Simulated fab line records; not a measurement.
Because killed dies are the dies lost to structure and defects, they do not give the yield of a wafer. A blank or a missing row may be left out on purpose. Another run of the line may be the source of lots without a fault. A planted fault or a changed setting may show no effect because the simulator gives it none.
Chamber matching    flow n5-finfet    N5_BEOL_M6_ETCH_65 on rie-diel-04 has 4 sister chambers
The step etches SiARC in CF4, target depth 15.6 nm, time 26 s. 8 wafers are shown with their chamber, then 8 later ones without.

WAFERS PAIRED WITH THEIR CHAMBERS
wafer   chamber  showerhead-plenum-p-Torr (Torr)  throttle-valve-pct (%)
L082.4  3        2.04                             15.67
L082.5  1        2.06                             16.01
L085.2  3        2.04                             15.67
L085.4  1        2.05                             16.01
L088.1  2        2.19                             15.90
L088.2  0        2.12                             15.23
L088.6  0        2.12                             15.26
L091.1  2        2.19                             15.90

WAFERS WHOSE CHAMBER IS MISSING
wafer   showerhead-plenum-p-Torr (Torr)  throttle-valve-pct (%)
L091.4  2.04                             15.69
L091.5  2.04                             15.68
L090.1  2.05                             16.05
L090.3  2.03                             15.70
L090.5  2.03                             15.70
L097.1  2.04                             16.08
L097.4  2.11                             15.27
L097.6  2.04                             16.09

EACH ONE'S CHAMBER
wafer   from the rows above  in truth
L091.4  3                    3
L091.5  3                    3
L090.1  1                    1
L090.3  3                    3
L090.5  3                    3
L097.1  1                    1
L097.4  0                    0
L097.6  1                    1
Placed correctly: 8 of 8. Can't be placed from these rows: 0. Number placed wrongly: 0.
How it was worked out, from the rows above alone: a wafer's distance from a chamber is the root of the sum, over the readings, of the square of ((its reading less the chamber's mean) divided by the reading's scatter). If the next closest chamber is less than 2 further off than the closest, the wafer can't be placed; otherwise it belongs to the closest. The mean given for a chamber averages the wafers shown for that chamber. The scatter is the square root of a quotient: the sum, over the shown wafers, of each reading's squared deviation from its chamber's mean, divided by wafers minus chambers.
